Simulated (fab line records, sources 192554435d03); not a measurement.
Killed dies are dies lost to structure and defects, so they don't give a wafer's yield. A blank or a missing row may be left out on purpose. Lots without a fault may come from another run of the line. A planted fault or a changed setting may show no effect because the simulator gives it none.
Split-lot experiment | flow n5_finfet | 7 lots, 21 wafers read, on a route of 1938 steps

THE SPLIT
At N5_BEOL_M2_ILD_DEP_00 (deposits SiOC from DEMS/O2, target thk 79 nm, time 15.3 s), the setting time_s was moved away from the recipe's 15.3 s on 9 of the 21 wafers read, by -9.5% to +9.3%. The other wafers ran this setting at the recipe's value.

The file shows no step between the split and the reading.

THE READING
M2_ILD_THK, in nm, at N5_BEOL_M2_THK_MEAS_01. Fault-free wafers of this fab line usually give 79.0 nm, standard deviation 1.2 nm.

wafer  | tool, chamber at the split | time_s as run, s | against the recipe | M2_ILD_THK, nm | against lot-mates on the recipe
L080.1 | pecvd-03, 1                | 13.84            | -9.5%              | 70.5           | -8.3
L080.2 | pecvd-03, 0                | 15.3             | recipe             | 78.8           | -
L080.4 | pecvd-03, 2                | 13.84            | -9.5%              | 71.0           | -7.8
L084.2 | pecvd-03, 0                | 15.3             | recipe             | 79.7           | -
L084.4 | pecvd-03, 2                | 16.59            | +8.4%              | 87.0           | +7.3
L084.5 | pecvd-03, 0                | 16.59            | +8.4%              | 86.8           | +7.1
L085.2 | pecvd-03, 1                | 15.3             | recipe             | 78.2           | -
L085.5 | pecvd-03, 0                | 15.3             | recipe             | 80.4           | -
L085.6 | pecvd-03, 1                | 15.3             | recipe             | 79.5           | -
L090.2 | pecvd-04, 1                | 15.3             | recipe             | 77.1           | -
L090.4 | pecvd-04, 1                | 15.3             | recipe             | 77.7           | -
L090.5 | pecvd-04, 0                | 15.3             | recipe             | 78.9           | -
L094.1 | pecvd-03, 2                | 15.3             | recipe             | 78.6           | -
L094.4 | pecvd-03, 1                | 15.3             | recipe             | 80.6           | -
L094.5 | pecvd-03, 0                | 15.96            | +4.3%              | 83.0           | +3.4
L093.1 | pecvd-01, 1                | 16.73            | +9.3%              | 87.4           | +7.6
L093.3 | pecvd-01, 2                | 16.73            | +9.3%              | 87.0           | +7.2
L093.6 | pecvd-01, 0                | 15.3             | recipe             | 79.8           | -
L095.1 | pecvd-03, 2                | 16.28            | +6.4%              | 83.8           | +2.2
L095.2 | pecvd-03, 0                | 16.28            | +6.4%              | 84.1           | +2.5
L095.4 | pecvd-03, 1                | 15.3             | recipe             | 81.6           | -

THE FIT
A straight line over all 21 wafers: M2_ILD_THK changes by +0.866 nm for each +1% of time_s; r = +0.98; the points scatter about the line by 1 nm.
The same after taking each lot's own level away (the mean of its wafers on the recipe; 21 wafers): +0.777 nm for each +1%; r = +0.97; scatter 1 nm.
On that fit, the largest move of time_s shifts the reading by 7.4 nm.
The lots' own levels span 77.90 to 81.60 nm, that is 3.1 times the standard deviation above.
So the lot-to-lot level changes the slope: the two fits differ.
Check: with one of the wafers moved furthest among these (-9.5%) left out of the fit, the line predicts -7.4 nm for it against its lot-mates. It came out at -8.3 nm against them.

THE WHOLE CHAIN: every reading that the file lists as answering this split, in the file's order
step                   | what it does                                              | reading                                                                            | change (the file's fit)               | r (the file's)
N5_BEOL_M2_ILD_DEP_00  | deposits SiOC from DEMS/O2, target thk 79 nm, time 15.3 s | SiOC_of_BEOL_M2_ILD_DEP_00.thk_nm (the simulator's own value, which no gauge read) | +0.767 nm for each +1% of the setting | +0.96
N5_BEOL_M2_THK_MEAS_01 |                                                           | M2_ILD_THK                                                                         | +0.765 for each +1% of the setting    | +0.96

THE FILE'S OWN FIT
M2_ILD_THK changes by +0.765 nm for each +1% of time_s, r = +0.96.
